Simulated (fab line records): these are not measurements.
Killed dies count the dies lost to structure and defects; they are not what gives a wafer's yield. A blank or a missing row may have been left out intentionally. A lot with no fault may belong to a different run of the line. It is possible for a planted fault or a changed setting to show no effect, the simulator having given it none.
Matching of chambers    flow n5Finfet    N5_HKMG_FIN_STRIP_90 on rieDiel-05 has 4 sister chambers
The step strips SOC in N2/H2, time 20 s. 4 wafers are shown with their chamber, then 9 later ones without.

## EACH WAFER AND ITS CHAMBER
wafer   chamber  drypumpMotorCurrentA (A)
L086.4  1        4.9
L087.5  3        5.4
L090.2  0        5.3
L090.5  2        5.7

## WAFERS MISSING THEIR CHAMBER
wafer   drypumpMotorCurrentA (A)
L095.1  5.3
L095.3  4.9
L095.4  4.9
L096.3  5.6
L096.4  4.9
L096.6  5.3
L097.2  5.7
L097.3  5.3
L097.5  5.4

## WHICH CHAMBER EACH ONE RAN IN
wafer   from the rows above  in truth
L095.1  0                    0
L095.3  1                    1
L095.4  1                    1
L096.3  2                    2
L096.4  1                    1
L096.6  0                    0
L097.2  2                    2
L097.3  0                    0
L097.5  3                    3
Correct placement for 9 of the 9. Number that these rows cannot place: 0. Placed wrongly: 0.
How it was worked out, from the rows above alone: a wafer's distance from a chamber is the root of the sum, over the readings, of the square of ((its reading less the chamber's mean) divided by the reading's scatter). If the next closest chamber is less than 2 further off than the closest, the wafer can't be placed; otherwise it belongs to the closest. The mean given for a chamber averages the wafers shown for that chamber. The scatter: with one shown wafer a chamber, the root of the mean of the squares of how far each hidden wafer lies from its nearest shown one.
